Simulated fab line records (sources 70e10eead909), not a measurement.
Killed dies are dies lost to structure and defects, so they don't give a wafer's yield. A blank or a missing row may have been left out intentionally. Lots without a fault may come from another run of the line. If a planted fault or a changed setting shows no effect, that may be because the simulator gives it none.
Chamber matching    flow nand harc    NHARC_A_CONTACT_DEP_85 on pecvd-01 has 3 sister chambers
The step deposits SiON, target thk 50 nm. 3 wafers are shown with their chamber, then 11 later ones without.

== WAFERS WITH THEIR CHAMBER ==
wafer   chamber  heater power w (W)
L090.3  0        872
L090.4  1        670
L091.3  2        785

== WAFERS WITHOUT THEIR CHAMBER ==
wafer   heater power w (W)
L091.4  788
L091.5  1023
L091.1  988
L091.2  658
L091.6  649
L096.1  1033
L096.3  743
L096.4  732
L097.3  761
L097.4  874
L097.6  600

== WHICH CHAMBER EACH WENT THROUGH ==
wafer   from the rows above           in truth
L091.4  can't be placed: 2 or 0 or 1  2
L091.5  can't be placed: 0 or 2       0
L091.1  can't be placed: 0 or 2       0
L091.2  can't be placed: 1 or 2       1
L091.6  can't be placed: 1 or 2       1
L096.1  can't be placed: 0 or 2       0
L096.3  can't be placed: 2 or 1 or 0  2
L096.4  can't be placed: 2 or 1 or 0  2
L097.3  can't be placed: 2 or 1 or 0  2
L097.4  can't be placed: 0 or 2       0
L097.6  can't be placed: 1 or 2       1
Placed correctly: 0 of 11. Can't be placed from these rows: 11 (the true chamber is among the candidates in 11). Wrongly placed: 0.
How it was worked out, from the rows above alone: a wafer's distance from a chamber is the root of the sum, over the readings, of the square of ((its reading less the chamber's mean) divided by the reading's scatter). If the next closest chamber is less than 2 further off than the closest, the wafer can't be placed; otherwise it belongs to the closest. The mean given for a chamber averages the wafers shown for that chamber. The scatter: with one shown wafer a chamber, the root of the mean of the squares of how far each hidden wafer lies from its nearest shown one.
